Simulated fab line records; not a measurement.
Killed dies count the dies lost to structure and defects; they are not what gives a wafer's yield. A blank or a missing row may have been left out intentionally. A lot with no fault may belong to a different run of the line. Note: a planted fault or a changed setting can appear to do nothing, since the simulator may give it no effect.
fab line records | flow nandHarc
[record] lots = 13 wafers = 39 lastDay = 24
route steps=1159 shown P_BONDPAD@376 THIN_TSV@1102 END@1159
lots with no fault: from the same line, run without faults
startH: the number of hours between the record's first day and the start of the first shown wafer of the lot | waitH: hours since the lot's step before | " the same as in the row above | L1.1+2: several wafers, shown together as one row | - no value present, or no start provided | * or withheld: withheld | < > ~ a bound
route shown NAME@n: a module of which the file shows steps, and the number in the route of the first | usual: mean/standard deviation taken from wafers without a fault | same: alike in all rows | chamber/n: place in a boat | sites: the reading at each site | _std_site: standard deviation across them | _edge_site: mean of outer sites minus mean of inner sites | radiusMm: how far each site lies from the wafer's centre | mask NAME#n: copy n | behind: the last tool/chamber to shape the wafer | hold: why the lot was held/for how many hours/how that ended | device: names the non-switching transistor (n, p or np) | end of line: the tests these same wafers got at the end of their route | a step with no rows: only its recipe | killed: not the wafer's yield, but the dies lost to structure and defects at the first sort | map: a wafer's dies, x killed, . not, _ none there
set.NAME: the setting that was run; set.NAME@STEP: the one run at that earlier step | model.NAME: the simulator's own value behind a step, which no gauge read
route steps across a sampled set of lots; one table per step, one row per wafer
services: from which hour (startH, from the record's first day; less than 0 if before it) a tool's chamber was out of use, for how many hours, and why
[[steps]]
[step NHARC_P_BONDPAD_PVD_17]
[recipe] targetThkA = 50 biasV = 168.6 powerW = 15000 chamberPressurePa = 0.12 timeS = 8.06 substrateTempC = 50 material = TaN
[usual] throttleValvePct = 30.2/1.2
// columns lot.wafer tool chamber startH waitH throttleValvePct
L798.2 pvdSputter-02 - 132.24 - 29.2
L798.1 " - " " 29.6
L798.5 " - " " 28.8
L802.2 pvdSputter-01 - 154.01 - 28.5
L802.3 " - " " 30.9
L802.5 " - " " 30.8
L803.3 pvdSputter-02 - 163.13 - 29.6
L803.2 " - " " 28.7
L803.6 " - " " 29.6
L805.2 pvdSputter-02 - 166.48 - 31.2
L805.4 " - " " 29.0
L805.1 " - " " 29.7
L807.3 pvdSputter-03 - 180.88 - 30.3
L807.1 " - " " 29.9
L807.5 " - " " 30.0
L806.3 pvdSputter-03 - 182.48 - 27.8
L806.1 " - " " 29.9
L806.5 " - " " 28.3
L809.4 pvdSputter-03 - 198.56 - 28.2
L809.1 " - " " 30.0
L809.5 " - " " 30.2
L814.3 pvdSputter-03 - 231.15 - 29.9
L814.1 " - " " 30.4
L814.6 " - " " 30.1
L815.1 pvdSputter-02 - 231.84 - 30.2
L815.4 " - " " 31.6
L815.6 " - " " 30.2
L817.2 pvdSputter-02 - 236.76 - 28.6
L817.1 " - " " 31.7
L817.6 " - " " 30.4
L818.4 pvdSputter-01 - 259.64 - 30.2
L818.1 " - " " 30.7
L818.6 " - " " 30.3
L819.3 pvdSputter-02 - 259.80 - 28.7
L819.1 " - " " 30.2
L819.6 " - " " 29.9
L821.4 pvdSputter-02 - 262.45 - 30.1
L821.2 " - " " 31.8
L821.6 " - " " 31.8
[step NHARC_THIN_TSV_CMP_01]
[recipe] targetThkUm = 3
[usual] motorCurrentA = 11.6/1.1 retainingRingPressureFrac = 0.999/0.0048
// columns lot.wafer tool chamber startH waitH motorCurrentA retainingRingPressureFrac
L798.1 cmp-03 3 429.88 1.0 9.6 0.998
L798.2 " 0 " " 10.6 1.004
L798.5 " 2 " " 11.5 1.001
L802.2 cmp-02 2 444.35 0.9 12.2 1.001
L802.3 " 0 " " 10.1 1.000
L802.5 " 2 " " 12.3 1.002
L803.2 cmp-02 3 467.83 0.8 12.7 0.998
L803.3 " 0 " " 11.3 0.998
L803.6 " 3 " " 13.1 0.999
L805.1 cmp-03 3 470.23 1.0 9.6 0.997
L805.4 " 0 " " 10.3 0.993
L805.2 " 1 " " 11.7 0.999
L806.3 cmp-01 1 471.41 0.6 10.4 1.002
L806.1 " 2 " " 12.2 0.999
L806.5 " 1 " " 10.4 0.999
L807.1 cmp-01 1 473.85 1.1 11.0 0.994
L807.3 " 2 " " 12.0 0.994
L807.5 " 3 " " 11.1 1.005
L809.1 cmp-03 3 490.25 1.0 9.5 1.001
L809.4 " 2 " " 11.6 1.002
L809.5 " 0 " " 10.3 1.000
L814.1 cmp-01 1 516.18 1.1 10.5 0.995
L814.3 " 2 " " 12.6 1.000
L814.6 " 1 " " 10.7 0.997
L817.1 cmp-03 1 524.24 1.0 11.6 0.990
L817.2 " 2 " " 11.7 0.999
L817.6 " 2 " " 11.3 0.998
L815.1 cmp-01 3 532.35 1.0 10.6 1.001
L815.4 " 0 " " 13.9 1.005
L815.6 " 3 " " 11.1 1.004
L818.4 cmp-03 0 541.23 0.4 9.9 0.999
L818.1 " 2 " " 11.8 1.004
L818.6 " 1 " " 12.0 0.995
L821.4 cmp-01 0 543.60 0.4 13.4 0.995
L821.2 " 1 " " 10.8 1.004
L821.6 " 0 " " 14.0 0.995
L819.1 cmp-02 0 557.10 1.1 10.3 1.004
L819.3 " 2 " " 12.1 0.998
L819.6 " 3 " " 13.7 0.998
[step NHARC_THIN_TSV_DEP_43]
[recipe] targetThkA = 13285 tempC = withheld pressureTorr = 6.5 rfW = 900 teosFlowSccm = 161.4 flowSccm = 2650 targetThkNm = 1328.5 gas = O2 material = SiO2
[usual] flowSccm = 2650/8 throttleValvePct = 15.7/0.42
// columns lot.wafer tool chamber startH waitH flowSccm throttleValvePct
L798.1 pecvd-04 0 430.34 - 2657 15.4
L798.2 " 2 " " 2643 15.2
L798.5 " 2 " " 2652 15.1
L802.2 pecvd-02 0 444.86 - 2640 15.8
L802.3 " 1 " " 2634 15.6
L802.5 " 1 " " 2649 15.5
L803.2 pecvd-04 2 468.34 - 2656 15.0
L803.3 " 0 " " 2648 15.4
L803.6 " 1 " " 2654 16.2
L805.1 pecvd-02 0 470.69 - 2638 15.9
L805.2 " 2 " " 2635 16.4
L805.4 " 2 " " 2642 16.3
L806.3 pecvd-04 1 471.92 - 2672 16.2
L806.1 " 2 " " 2658 15.5
L806.5 " 1 " " 2676 16.1
L807.3 pecvd-01 1 474.29 - 2647 16.3
L807.1 " 0 " " 2655 15.8
L807.5 " 1 " " 2637 16.6
L809.1 pecvd-02 0 490.78 - 2656 15.9
L809.5 " 0 " " 2657 15.6
L809.4 " 1 " " 2649 15.2
L814.3 pecvd-01 0 516.68 - 2645 15.8
L814.1 " 2 " " 2645 16.0
L814.6 " 1 " " 2656 16.3
L817.1 pecvd-04 2 524.85 - 2655 15.3
L817.2 " 1 " " 2645 15.9
L817.6 " 2 " " 2636 15.1
L815.1 pecvd-02 1 532.87 - 2643 15.2
L815.4 " 0 " " 2660 15.6
L815.6 " 2 " " 2649 15.6
L818.1 pecvd-04 2 541.78 - 2651 15.3
L818.4 " 2 " " 2662 15.3
L818.6 " 0 " " 2645 15.6
L821.2 pecvd-04 1 544.18 - 2652 15.9
L821.4 " 2 " " 2653 15.2
L821.6 " 0 " " 2649 15.6
L819.3 pecvd-01 1 557.61 - 2655 16.4
L819.1 " 2 " " 2658 15.9
L819.6 " 1 " " 2646 16.6
[step NHARC_THIN_TSV_CMP_21]
[recipe] tOverpolishS = 30 targetThkNm = 2000
[usual] motorCurrentA = 11.7/1.1 overpolishRunS = 29.999/0.0088 retainingRingPressureFrac = 1.000/0.0048
[same] tOverpolishS = 30
// columns lot.wafer tool chamber startH waitH motorCurrentA overpolishRunS retainingRingPressureFrac
L798.2 cmp-02 0 435.87 - 11.3 29.986 1.011
L798.1 " 1 " " 11.3 29.986 0.998
L798.5 " 3 " " 13.0 29.985 1.002
L802.3 cmp-01 1 450.18 - 11.2 30.016 1.001
L802.2 " 2 " " 12.8 30.004 0.996
L802.5 " 1 " " 11.0 29.981 0.996
L803.2 cmp-02 2 473.67 - 11.8 29.994 1.003
L803.3 " 1 " " 11.9 30.018 1.009
L803.6 " 3 " " 13.8 29.986 1.001
L805.4 cmp-03 1 475.93 - 12.0 30.000 0.994
L805.2 " 2 " " 11.3 29.999 0.999
L805.1 " 3 " " 9.5 30.007 0.989
L806.3 cmp-02 2 477.40 - 12.5 29.994 0.999
L806.1 " 0 " " 10.8 29.992 0.997
L806.5 " 1 " " 11.2 30.000 1.000
L807.3 cmp-03 1 479.56 - 11.4 30.004 1.005
L807.1 " 3 " " 9.9 30.003 0.997
L807.5 " 0 " " 10.2 29.993 1.000
L809.1 cmp-02 1 495.91 - 11.1 29.992 1.005
L809.4 " 2 " " 11.9 30.006 0.997
L809.5 " 2 " " 11.7 29.992 0.997
L814.3 cmp-01 3 521.79 - 11.1 29.992 0.997
L814.1 " 0 " " 12.8 29.997 0.999
L814.6 " 0 " " 13.3 29.998 0.998
L817.1 cmp-03 1 529.99 - 11.9 30.003 0.997
L817.2 " 2 " " 10.9 29.988 1.001
L817.6 " 2 " " 11.9 29.996 0.997
L815.4 cmp-01 3 537.96 - 10.8 30.000 0.996
L815.1 " 0 " " 12.9 29.996 0.999
L815.6 " 3 " " 11.1 30.017 0.992
L818.4 cmp-01 3 548.50 - 11.9 30.008 1.005
L818.1 " 0 " " 13.7 29.998 1.005
L818.6 " 3 " " 10.3 29.985 0.994
L821.2 cmp-01 1 550.43 - 10.6 30.000 1.003
L821.4 " 2 " " 13.5 29.994 1.000
L821.6 " 1 " " 11.4 30.003 1.003
L819.3 cmp-03 0 562.94 - 10.8 30.000 0.992
L819.1 " 1 " " 11.4 29.998 0.989
L819.6 " 3 " " 9.4 30.002 1.006
[step NHARC_END_SORT_01]
[recipe] tempC = 25
[usual] defectLimitedYield = 95.7/1.5 killedAtArray = 25/10 killedAtOther = 0.6/0.91 killedAtPeriphery = 3.6/2.9 killedDies = 29/10 killedOpen = 3.3/2 killedShort = 1.9/1.5 sort_bin_2_pct = 1.3/0.61 sort_bin_3_pct = 0.26/0.19 sort_bin_4_pct = 2.7/1 sortNPass = 648/10 sortRimYieldPct = 94/3.2 sortYieldPct = 95.7/1.5
[same] grossDies = 677 sort_bin_5_pct[%] = 0 sort_bin_6_pct[%] = 0 sort_bin_7_pct[%] = 0 sort_bin_8_pct[%] = 0 sortRimNGross = 106.00
// columns lot.wafer tool chamber startH waitH defectLimitedYield[%] killedAtArray killedAtOther killedAtPeriphery killedDies killedOpen killedShort sort_bin_2_pct[%] sort_bin_3_pct[%] sort_bin_4_pct[%] sortNPass sortRimYieldPct[%] sortYieldPct[%]
L798.1 prober-02 0 444.57 2.5 97.3 14 0 4 18 5 2 1.3 0.44 0.9 659 95 97.3
L798.2 prober-02 0 445.38 2.8 97.8 13 0 2 15 1 2 1.3 0 0.9 662 98 97.8
L798.5 prober-02 0 447.81 3.7 96.3 23 0 2 25 4 0 1.2 0 2.5 652 92 96.3
L802.2 prober-02 0 461.07 2.8 93.1 43 0 4 47 7 1 1.5 0.44 5.0 630 94 93.1
L802.3 prober-02 0 461.86 3.1 94.2 30 1 8 39 2 3 1.3 0.44 4.0 638 94 94.2
L802.5 prober-02 0 463.45 3.7 93.1 43 0 4 47 13 6 1.3 0.44 5.2 630 85 93.1
L805.1 prober-02 0 483.88 2.5 98.4 7 1 3 11 1 1 0.7 0.15 0.7 666 98 98.4
L805.2 prober-02 0 484.69 2.8 98.8 7 1 0 8 3 0 0.3 0.30 0.6 669 98 98.8
L805.4 prober-02 0 486.29 3.4 98.5 7 1 2 10 1 0 0.4 0.15 0.9 667 96 98.5
L803.2 prober-01 0 484.69 2.8 96.2 21 1 4 26 3 1 0.7 0.59 2.5 651 94 96.2
L803.3 prober-01 0 485.49 3.1 96.8 17 0 5 22 5 1 1.3 0 1.9 655 97 96.8
L803.6 prober-01 0 487.88 4.0 96.0 17 1 9 27 2 0 1.5 0.44 2.1 650 93 96.0
L806.1 prober-02 0 491.65 2.5 97.0 18 1 1 20 1 2 0.6 0.15 2.2 657 97 97.0
L806.3 prober-02 0 493.24 3.1 97.0 16 0 4 20 5 3 1.3 0.30 1.3 657 97 97.0
L806.5 prober-02 0 494.84 3.7 96.2 24 0 2 26 3 2 1.2 0.15 2.5 651 96 96.2
L807.1 prober-02 0 499.45 2.5 95.6 18 0 12 30 4 2 1.8 0.15 2.5 647 90 95.6
L807.3 prober-02 0 501.04 3.1 96.8 17 0 5 22 2 1 1.0 0.30 1.9 655 92 96.8
L807.5 prober-02 0 502.64 3.7 96.5 16 0 8 24 3 1 0.6 0.15 2.8 653 94 96.5
L809.1 prober-01 0 507.28 2.5 96.3 17 4 4 25 2 3 1.5 0 2.2 652 97 96.3
L809.4 prober-01 0 509.69 3.4 95.9 19 3 6 28 5 2 0.6 0.30 3.2 649 97 95.9
L809.5 prober-01 0 510.49 3.7 97.0 16 1 3 20 4 1 1.3 0.30 1.3 657 95 97.0
L814.1 prober-01 0 532.36 2.5 86.4 9 0 83 92 1 0 6.2 3.55 3.8 585 85 86.4
L814.3 prober-01 0 533.95 3.1 96.6 13 0 10 23 1 2 0.6 0.44 2.4 654 97 96.6
L814.6 prober-01 0 536.34 4.0 96.2 15 0 11 26 2 3 0.6 0.15 3.1 651 97 96.2
L817.1 prober-01 0 540.33 2.5 98.2 10 0 2 12 0 1 0.7 0.15 0.9 665 96 98.2
L817.2 prober-01 0 541.12 2.8 97.5 15 0 2 17 1 0 0.4 0.30 1.8 660 97 97.5
L817.6 prober-01 0 544.29 4.0 96.5 18 1 5 24 7 1 1.5 0 2.1 653 95 96.5
L815.1 prober-01 0 548.32 2.5 94.1 36 2 2 40 2 1 1.8 0 4.1 637 92 94.1
L815.4 prober-01 0 550.73 3.4 94.7 33 0 3 36 2 3 2.5 0.15 2.7 641 92 94.7
L815.6 prober-01 0 552.34 4.0 93.9 37 2 2 41 2 0 3.0 0.30 2.8 636 92 93.9
L818.1 prober-01 0 559.32 2.5 95.6 28 0 2 30 4 3 1.2 0.44 2.8 647 95 95.6
L818.4 prober-01 0 561.73 3.4 93.9 33 0 8 41 3 1 2.2 0.15 3.7 636 90 93.9
L818.6 prober-01 0 563.35 4.0 95.9 24 1 3 28 1 2 1.0 0.30 2.8 649 96 95.9
L821.2 prober-02 0 567.81 2.8 95.1 30 3 0 33 1 2 2.1 0.15 2.7 644 93 95.1
L821.4 prober-02 0 569.41 3.4 94.4 33 0 5 38 6 2 1.6 0.59 3.4 639 91 94.4
L821.6 prober-02 0 571.02 4.0 94.7 34 1 1 36 4 0 1.5 0.15 3.7 641 92 94.7
L819.1 prober-01 0 573.20 2.5 96.8 14 0 8 22 4 0 0.7 0.15 2.4 655 95 96.8
L819.3 prober-01 0 574.81 3.1 97.5 13 0 4 17 5 2 0.9 0 1.6 660 97 97.5
L819.6 prober-01 0 577.22 4.0 96.8 14 0 8 22 4 3 0.7 0.15 2.4 655 96 96.8
// killed by level:class
L798.1 A_SLIT:chamberFilmFlake=6 A_M0:geometricParticle:open=2 P_M1:chamberFilmFlake=2 A_CHANNEL_HOLE_D1:chamberFilmFlake=2 P_CONTACT:geometricParticle:open=1 P_M0:geometricParticle:short=1 A_CONTACT:geometricParticle:open=1 A_CONTACT:geometricParticle:short=1
L798.2 A_SLIT:chamberFilmFlake=10 P_CONTACT:geometricParticle:short=1 P_M0:geometricParticle:open=1 A_CONTACT:geometricParticle:short=1 A_CHANNEL_HOLE_D1:chamberFilmFlake=1 A_WL_FILL:chamberFilmFlake=1
L798.5 A_SLIT:chamberFilmFlake=12 A_CHANNEL_HOLE_D1:chamberFilmFlake=3 A_CONTACT:chamberFilmFlake=3 A_CHANNEL_FILL_D1:geometricParticle:open=1 A_WL_FILL:geometricParticle:open=1 A_BLC:geometricParticle:open=1 A_M0:geometricParticle:open=1 P_STI:chamberFilmFlake=1
L802.2 A_CHANNEL_HOLE_D1:chamberFilmFlake=17 A_SLIT:chamberFilmFlake=14 A_CONTACT:chamberFilmFlake=6 P_M1:geometricParticle:open=2 A_BLC:geometricParticle:open=2 P_M0:geometricParticle:open=1 A_ONON_D1:geometricParticle:short=1 A_CHANNEL_FILL_D1:geometricParticle:open=1
L802.3 A_CHANNEL_HOLE_D1:chamberFilmFlake=11 A_SLIT:chamberFilmFlake=8 A_CONTACT:chamberFilmFlake=7 P_M2:chamberFilmFlake=4 P_GATE:geometricParticle:open=1 A_ONON_D1:geometricParticle:short=1 A_CHANNEL_HOLE_D1:geometricParticle:short=1 A_SGD_CUT:geometricParticle:short=1
L802.5 A_SLIT:chamberFilmFlake=12 A_CHANNEL_HOLE_D1:chamberFilmFlake=7 A_CONTACT:chamberFilmFlake=7 A_CONTACT:geometricParticle:open=4 A_ONON_D1:geometricParticle:short=2 A_CHANNEL_FILL_D1:geometricParticle:open=2 A_BLC:geometricParticle:open=2 A_M0:geometricParticle:open=2
L805.1 A_CHANNEL_HOLE_D1:chamberFilmFlake=4 P_CONTACT:chamberFilmFlake=2 A_ONON_D1:geometricParticle:short=1 A_M0:geometricParticle:open=1 P_BONDPAD:chamberFilmFlake=1 A_STAIRCASE:chamberFilmFlake=1 THIN_TSV:chamberFilmFlake=1
L805.2 A_STAIRCASE:chamberFilmFlake=3 A_ONON_D1:geometricParticle:open=1 A_BLC:geometricParticle:open=1 A_M0:geometricParticle:open=1 A_CHANNEL_HOLE_D1:chamberFilmFlake=1 THIN_TSV:chamberFilmFlake=1
L803.2 A_SLIT:chamberFilmFlake=11 A_STAIRCASE:chamberFilmFlake=3 A_CONTACT:chamberFilmFlake=3 A_CHANNEL_HOLE_D1:chamberFilmFlake=2 P_M0:geometricParticle:open=1 P_M1:geometricParticle:open=1 A_M0:geometricParticle:open=1 A_M0:geometricParticle:short=1
L803.3 A_SLIT:chamberFilmFlake=8 P_M0:geometricParticle:open=2 P_BONDPAD:chamberFilmFlake=2 A_CHANNEL_HOLE_D1:chamberFilmFlake=2 A_CONTACT:chamberFilmFlake=2 A_ONON_D1:geometricParticle:open=1 A_SLIT:geometricParticle:open=1 A_WL_FILL:geometricParticle:short=1
L805.4 A_CHANNEL_HOLE_D1:chamberFilmFlake=4 P_CONTACT:chamberFilmFlake=2 A_M0:geometricParticle:open=1 A_WL_FILL:chamberFilmFlake=1 A_CONTACT:chamberFilmFlake=1 THIN_TSV:chamberFilmFlake=1
L803.6 A_SLIT:chamberFilmFlake=11 P_STI:chamberFilmFlake=3 P_BONDPAD:chamberFilmFlake=3 A_CONTACT:chamberFilmFlake=3 P_GATE:chamberFilmFlake=2 A_STAIRCASE:chamberFilmFlake=2 P_M0:geometricParticle:open=1 A_ONON_D1:geometricParticle:open=1
L806.1 A_SLIT:chamberFilmFlake=10 A_CONTACT:chamberFilmFlake=3 A_STAIRCASE:chamberFilmFlake=2 A_ONON_D1:geometricParticle:short=1 A_BLC:geometricParticle:open=1 STARTING-WAFER:geometricParticle:short=1 P_STI:chamberFilmFlake=1 A_CHANNEL_HOLE_D1:chamberFilmFlake=1
L806.3 A_SLIT:chamberFilmFlake=7 A_CONTACT:geometricParticle:open=2 A_CHANNEL_HOLE_D1:chamberFilmFlake=2 A_CONTACT:chamberFilmFlake=2 P_CONTACT:geometricParticle:short=1 P_M0:geometricParticle:short=1 P_M0:geometricParticle:open=1 P_M1:geometricParticle:short=1
L806.5 A_SLIT:chamberFilmFlake=12 A_CONTACT:chamberFilmFlake=3 A_CHANNEL_HOLE_D1:chamberFilmFlake=2 A_STAIRCASE:chamberFilmFlake=2 A_ONON_D1:geometricParticle:open=1 A_CONTACT:geometricParticle:short=1 A_BLC:geometricParticle:open=1 A_M0:geometricParticle:open=1
L807.1 A_CHANNEL_HOLE_D1:chamberFilmFlake=7 P_CONTACT:chamberFilmFlake=6 A_STAIRCASE:chamberFilmFlake=4 P_STI:chamberFilmFlake=3 A_WL_FILL:chamberFilmFlake=2 P_M0:geometricParticle:short=1 P_M0:geometricParticle:open=1 A_ONON_D1:geometricParticle:open=1
L807.3 A_CHANNEL_HOLE_D1:chamberFilmFlake=9 P_STI:chamberFilmFlake=4 A_STAIRCASE:chamberFilmFlake=3 A_CONTACT:chamberFilmFlake=2 A_CHANNEL_FILL_D1:geometricParticle:short=1 A_SLIT:geometricParticle:open=1 A_BLC:geometricParticle:open=1 P_CONTACT:chamberFilmFlake=1
L807.5 P_CONTACT:chamberFilmFlake=6 A_CHANNEL_HOLE_D1:chamberFilmFlake=6 A_CHANNEL_FILL_D1:chamberFilmFlake=4 A_WL_FILL:chamberFilmFlake=2 P_GATE:geometricParticle:short=1 A_SGD_CUT:geometricParticle:open=1 A_BLC:geometricParticle:open=1 A_M1:geometricParticle:open=1
L809.1 A_CONTACT:chamberFilmFlake=7 A_CHANNEL_HOLE_D1:chamberFilmFlake=4 THIN_TSV:chamberFilmFlake=3 P_M1:chamberFilmFlake=2 A_M0:chamberFilmFlake=2 P_M2:geometricParticle:short=1 A_ONON_D1:geometricParticle:short=1 A_CONTACT:geometricParticle:open=1
L809.4 A_CHANNEL_HOLE_D1:chamberFilmFlake=4 A_STAIRCASE:chamberFilmFlake=4 P_M1:chamberFilmFlake=3 A_CONTACT:chamberFilmFlake=3 THIN_TSV:chamberFilmFlake=3 A_CONTACT:geometricParticle:open=2 P_M0:geometricParticle:short=1 P_M2:geometricParticle:open=1
L809.5 A_STAIRCASE:chamberFilmFlake=5 A_CHANNEL_HOLE_D1:chamberFilmFlake=3 A_CONTACT:chamberFilmFlake=3 A_WL_FILL:chamberFilmFlake=2 P_STI:geometricParticle:open=1 P_GATE:geometricParticle:open=1 P_CONTACT:geometricParticle:open=1 A_WL_FILL:geometricParticle:short=1
L814.1 P_BONDPAD:unspecified=73 P_ZERO_WELL:chamberFilmFlake=6 A_CONTACT:chamberFilmFlake=5 A_STAIRCASE:chamberFilmFlake=4 P_GATE:chamberFilmFlake=2 P_CONTACT:geometricParticle:open=1 P_M2:chamberFilmFlake=1
L814.3 P_ZERO_WELL:chamberFilmFlake=8 A_CHANNEL_HOLE_D1:chamberFilmFlake=3 A_STAIRCASE:chamberFilmFlake=3 A_ZERO_WELL:chamberFilmFlake=2 A_CONTACT:chamberFilmFlake=2 P_M1:geometricParticle:open=1 A_ONON_D1:geometricParticle:short=1 A_CONTACT:geometricParticle:short=1
L814.6 P_ZERO_WELL:chamberFilmFlake=7 A_CHANNEL_HOLE_D1:chamberFilmFlake=4 A_STAIRCASE:chamberFilmFlake=4 A_CONTACT:chamberFilmFlake=3 P_M0:geometricParticle:open=1 P_M2:geometricParticle:short=1 A_CHANNEL_FILL_D1:geometricParticle:open=1 A_SLIT:geometricParticle:short=1
L817.1 A_CHANNEL_HOLE_D1:chamberFilmFlake=4 P_GATE:chamberFilmFlake=2 A_STAIRCASE:chamberFilmFlake=2 A_ONON_D1:geometricParticle:short=1 A_CONTACT:chamberFilmFlake=1 A_BLC:chamberFilmFlake=1 A_BONDPAD:chamberFilmFlake=1
L817.2 A_STAIRCASE:chamberFilmFlake=6 A_CHANNEL_HOLE_D1:chamberFilmFlake=3 P_GATE:chamberFilmFlake=2 A_CHANNEL_FILL_D1:chamberFilmFlake=2 A_BLC:chamberFilmFlake=2 A_CHANNEL_HOLE_D1:geometricParticle:open=1 A_CONTACT:chamberFilmFlake=1
L817.6 A_CHANNEL_HOLE_D1:chamberFilmFlake=7 P_CONTACT:geometricParticle:open=3 A_STAIRCASE:chamberFilmFlake=3 A_BLC:chamberFilmFlake=3 P_M0:geometricParticle:open=1 A_ONON_D1:geometricParticle:open=1 A_CHANNEL_FILL_D1:geometricParticle:open=1 A_CHANNEL_FILL_D1:geometricParticle:short=1
L815.1 A_SLIT:chamberFilmFlake=17 A_STAIRCASE:chamberFilmFlake=10 A_CONTACT:chamberFilmFlake=5 THIN_TSV:chamberFilmFlake=2 A_ONON_D1:geometricParticle:short=1 A_CHANNEL_HOLE_D1:chamberFilmFlake=1 A_CHANNEL_FILL_D1:geometricParticle:open=1 A_CONTACT:geometricParticle:open=1
L815.4 A_SLIT:chamberFilmFlake=13 A_CHANNEL_HOLE_D1:chamberFilmFlake=6 A_CONTACT:chamberFilmFlake=6 A_STAIRCASE:chamberFilmFlake=4 P_M0:geometricParticle:open=1 P_M2:geometricParticle:short=1 A_ONON_D1:geometricParticle:open=1 A_CHANNEL_FILL_D1:geometricParticle:short=1
L815.6 A_SLIT:chamberFilmFlake=16 A_CONTACT:chamberFilmFlake=8 A_STAIRCASE:chamberFilmFlake=5 A_CHANNEL_HOLE_D1:chamberFilmFlake=3 P_ZERO_WELL:chamberFilmFlake=2 A_BLC:chamberFilmFlake=2 THIN_TSV:chamberFilmFlake=2 A_WL_FILL:geometricParticle:open=1
L818.1 A_CHANNEL_HOLE_D1:chamberFilmFlake=9 A_CONTACT:chamberFilmFlake=7 A_WL_FILL:chamberFilmFlake=3 P_M0:geometricParticle:short=1 A_ONON_D1:geometricParticle:short=1 A_CHANNEL_HOLE_D1:geometricParticle:open=1 A_CHANNEL_FILL_D1:geometricParticle:short=1 A_CHANNEL_FILL_D1:geometricParticle:open=1
L818.4 A_CHANNEL_HOLE_D1:chamberFilmFlake=12 A_CONTACT:chamberFilmFlake=6 A_BLC:chamberFilmFlake=5 P_STI:chamberFilmFlake=4 A_STAIRCASE:chamberFilmFlake=3 P_GATE:chamberFilmFlake=2 A_SGD_CUT:chamberFilmFlake=2 A_WL_FILL:chamberFilmFlake=2
L818.6 A_CONTACT:chamberFilmFlake=8 A_CHANNEL_HOLE_D1:chamberFilmFlake=5 A_STAIRCASE:chamberFilmFlake=4 A_WL_FILL:chamberFilmFlake=2 A_SOURCE_PLATE:geometricParticle:short=1 A_CHANNEL_FILL_D1:geometricParticle:open=1 A_WL_FILL:geometricParticle:short=1 P_STI:chamberFilmFlake=1
L821.2 A_SLIT:chamberFilmFlake=13 A_CHANNEL_HOLE_D1:chamberFilmFlake=8 THIN_TSV:chamberFilmFlake=3 A_WL_FILL:chamberFilmFlake=2 A_CONTACT:chamberFilmFlake=2 A_ONON_D1:geometricParticle:short=1 A_CHANNEL_HOLE_D1:geometricParticle:short=1 A_WL_FILL:geometricParticle:open=1
L821.4 A_SLIT:chamberFilmFlake=15 A_CONTACT:chamberFilmFlake=5 A_CHANNEL_HOLE_D1:chamberFilmFlake=4 P_CONTACT:geometricParticle:open=2 A_CONTACT:geometricParticle:open=2 A_STAIRCASE:chamberFilmFlake=2 A_WL_FILL:chamberFilmFlake=2 P_CONTACT:geometricParticle:short=1
L821.6 A_SLIT:chamberFilmFlake=19 A_CONTACT:chamberFilmFlake=4 A_CONTACT:geometricParticle:open=2 A_ZERO_WELL:chamberFilmFlake=2 A_CHANNEL_HOLE_D1:chamberFilmFlake=2 A_STAIRCASE:chamberFilmFlake=2 A_WL_FILL:chamberFilmFlake=2 P_M0:geometricParticle:open=1
L819.1 A_CHANNEL_HOLE_D1:chamberFilmFlake=8 P_GATE:chamberFilmFlake=5 A_STAIRCASE:chamberFilmFlake=2 A_WL_FILL:chamberFilmFlake=2 P_CONTACT:geometricParticle:open=1 P_M0:geometricParticle:open=1 A_CHANNEL_FILL_D1:geometricParticle:open=1 A_SGD_CUT:geometricParticle:open=1
L819.3 A_CHANNEL_HOLE_D1:chamberFilmFlake=5 A_CONTACT:chamberFilmFlake=2 P_M0:geometricParticle:open=1 P_M2:geometricParticle:open=1 A_SOURCE_PLATE:geometricParticle:short=1 A_ONON_D1:geometricParticle:short=1 A_CONTACT:geometricParticle:open=1 A_BLC:geometricParticle:open=1
L819.6 A_CHANNEL_HOLE_D1:chamberFilmFlake=5 A_CONTACT:chamberFilmFlake=3 P_ZERO_WELL:chamberFilmFlake=2 P_GATE:chamberFilmFlake=2 A_STAIRCASE:chamberFilmFlake=2 P_GATE:geometricParticle:short=1 P_CONTACT:geometricParticle:open=1 P_M0:geometricParticle:short=1
[[services]]
// columns tool chamber startH hours kind
cmp-02 - 109.82 1.4 repair
cmp-02 - 115.92 2.5 repair
cmp-01 - 118.77 1.9 repair
cmp-02 - 128.50 4.0 pm
cmp-01 - 135.46 0.5 repair
pvdSputter-02 - 143.62 3.0 repair
cmp-03 - 156.13 4.0 pm
cmp-01 - 179.50 4.0 pm
cmp-03 - 210.06 10.7 repair
cmp-03 - 254.13 4.0 pm
cmp-01 - 270.42 0.3 repair
cmp-01 - 274.99 7.4 repair
cmp-01 - 325.82 0.9 repair
cmp-03 - 352.13 4.0 pm
cmp-01 - 380.36 4.0 pm
cmp-03 - 423.24 2.6 repair
cmp-03 - 450.13 4.0 pm
cmp-01 - 478.36 4.0 pm
cmp-01 - 486.49 0.7 repair
cmp-01 - 496.99 0.5 repair
cmp-01 - 525.84 6.2 repair
cmp-03 - 535.60 5.5 repair
cmp-01 - 541.10 2.2 repair
cmp-03 - 548.13 4.0 pm
[[key]]
[firstSign] step = NHARC_END_SORT_01 reading = killedAtPeriphery direction = up sigmas = 28 usual = 3.6 struck = 83
[effect] step = NHARC_END_SORT_01 reading = defectLimitedYield direction = down sigmas = 6.1 usual = 95.7 struck = 86.4
[moreKillsBornAt] NHARC_P_BONDPAD_PVD_17@pvdSputter-03 = 73
metAt NHARC_P_BONDPAD_PVD_17
struckLots L814
struckWafers L814.1
notActingAt NHARC_THIN_TSV_CMP_01,NHARC_THIN_TSV_DEP_43,NHARC_THIN_TSV_CMP_21
[fault] kind = chamberParticleSource tool = pvdSputter-03 chamber = - onsetH = 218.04 steps = NHARC_P_BONDPAD_PVD_17 ratePerVisitCm2 = 1.4814 scope = struckWafersOnly
